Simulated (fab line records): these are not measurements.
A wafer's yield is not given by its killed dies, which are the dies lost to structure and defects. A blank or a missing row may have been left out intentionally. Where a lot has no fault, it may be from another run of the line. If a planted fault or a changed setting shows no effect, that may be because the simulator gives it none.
Commonality check across tools	flow nand harc	Lots sampled 11, wafers sampled 33

## WHAT PROMPTED THE OPENING
Flagged at NHARC_A_CONTACT_CD_MEAS_42: reading cd nm, on 2 of 11 lots. Fault-free wafers read 299.9 nm, with a standard deviation of 0.59.
Rule: a lot gets a flag if all its wafers with a number sit over 4 standard deviations from that mean, or if no wafer of it has a number. The rest of the lots are taken to be sound.

lot	measured	on	cd nm (nm), wafer by wafer	flag
L202	day 21 20:10	cd sem-01	299.5 300.1 299.6	
L207	day 24 01:08	cd sem-03	299.6 300.9 300.0	
L208	day 24 10:48	cd sem-01	299.1 300.3 300.7	
L209	day 24 11:41	cd sem-01	300.9 300.3 299.9	
L212	day 26 08:37	cd sem-01	299.8 299.4 299.5	
L213	day 26 15:21	cd sem-02	298.4 300.1 299.7	
L216	day 27 12:25	cd sem-03	316.9 316.9 316.6	FLAGGED
L220	day 28 15:01	cd sem-02	313.1 314.1 313.5	FLAGGED
L219	day 29 11:54	cd sem-01	300.3 300.1 300.0	
L224	day 30 18:25	cd sem-03	300.2 300.5 300.7	
L225	day 30 19:05	cd sem-01	300.0 299.3 299.0	
Average over the flagged lots: 315.2 nm; offset from the usual +15.3 nm, equal to +26 standard deviations.

## LOT BY LOT: THE TOOL USED
The record holds 2 process steps before the reading, out of a route of 1302 steps. Read each cell as the tool, then ch plus the chambers that the sampled wafers visited, then the start.
lot	flag	NHARC_A_WL_FILL_STRIP_29	NHARC_A_CONTACT_EXPOSE_39
L202		rie diel-12 ch 1,2,3, day 21 07:58	arfi scanner-01 ch 0, day 21 20:01
L207		rie diel-13 ch 0,3, day 23 11:36	arfi scanner-03 ch 0, day 24 01:00
L208		rie diel-12 ch 1,2,3, day 23 22:55	arfi scanner-02 ch 0, day 24 10:40
L209		rie diel-13 ch 1,2, day 23 22:35	arfi scanner-01 ch 0, day 24 11:33
L212		rie diel-12 ch 1,2,3, day 25 20:36	arfi scanner-03 ch 0, day 26 08:29
L213		rie diel-13 ch 2,3, day 26 00:42	arfi scanner-01 ch 0, day 26 15:13
L216	FLAGGED	rie diel-04 ch 1,2,3, day 27 00:32	arfi scanner-03 ch 0, day 27 12:16
L220	FLAGGED	rie diel-13 ch 0,1, day 27 23:25	arfi scanner-03 ch 0, day 28 14:53
L219		rie diel-13 ch 0,2,3, day 28 19:42	arfi scanner-02 ch 0, day 29 11:46
L224		rie diel-12 ch 1,3, day 30 04:46	arfi scanner-02 ch 0, day 30 18:16
L225		rie diel-12 ch 1,3, day 30 04:49	arfi scanner-02 ch 0, day 30 18:57
These steps, and what they do:
- NHARC_A_WL_FILL_STRIP_29: strips in O2, time 20 s.
- NHARC_A_CONTACT_EXPOSE_39: exposes mask A CC 3.
- NHARC_A_CONTACT_CD_MEAS_42: target cd 300 nm.

## FLAGGED AGAINST TOTAL, ONE TOOL AT A TIME (gauges that did the reading follow at the end)
step	tool	lots run	flagged	share of the flagged lots	sound lots run after its first flagged lot
NHARC_A_WL_FILL_STRIP_29	rie diel-04	1	1	some	0
NHARC_A_WL_FILL_STRIP_29	rie diel-12	5	0	none	-
NHARC_A_WL_FILL_STRIP_29	rie diel-13	5	1	some	1 (L219)
NHARC_A_CONTACT_EXPOSE_39	arfi scanner-01	3	0	none	-
NHARC_A_CONTACT_EXPOSE_39	arfi scanner-02	4	0	none	-
NHARC_A_CONTACT_EXPOSE_39	arfi scanner-03	4	2	all	0
NHARC_A_CONTACT_CD_MEAS_42	cd sem-01	6	0	none	-
NHARC_A_CONTACT_CD_MEAS_42	cd sem-02	2	1	some	0
NHARC_A_CONTACT_CD_MEAS_42	cd sem-03	3	1	some	1 (L224)

## WHAT THE TABLE PERMITS
All flagged lots share 1 row of the table, namely arfi scanner-03 at NHARC_A_CONTACT_EXPOSE_39.
- arfi scanner-03 at NHARC_A_CONTACT_EXPOSE_39 ran 4 lots, 2 of them flagged. It ran its last sound lot, L212, at day 26 08:29 and its first flagged lot, L216, at day 27 12:16: a fault with its onset between the two fits. Its own readings lie more than 4 standard deviations out on every wafer of the flagged lots: exposure dose mJ cm2.
arfi scanner-03 at NHARC_A_CONTACT_EXPOSE_39 is the single tool remaining.

## WHAT THE SIMULATOR HAD PUT IN
Process parameters drifting: arfi scanner-03 at NHARC_A_CONTACT_EXPOSE_39, beginning at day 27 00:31. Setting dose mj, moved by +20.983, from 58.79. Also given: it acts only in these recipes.
Lots struck among those shown: L216, L220. Same finding as the rule above.
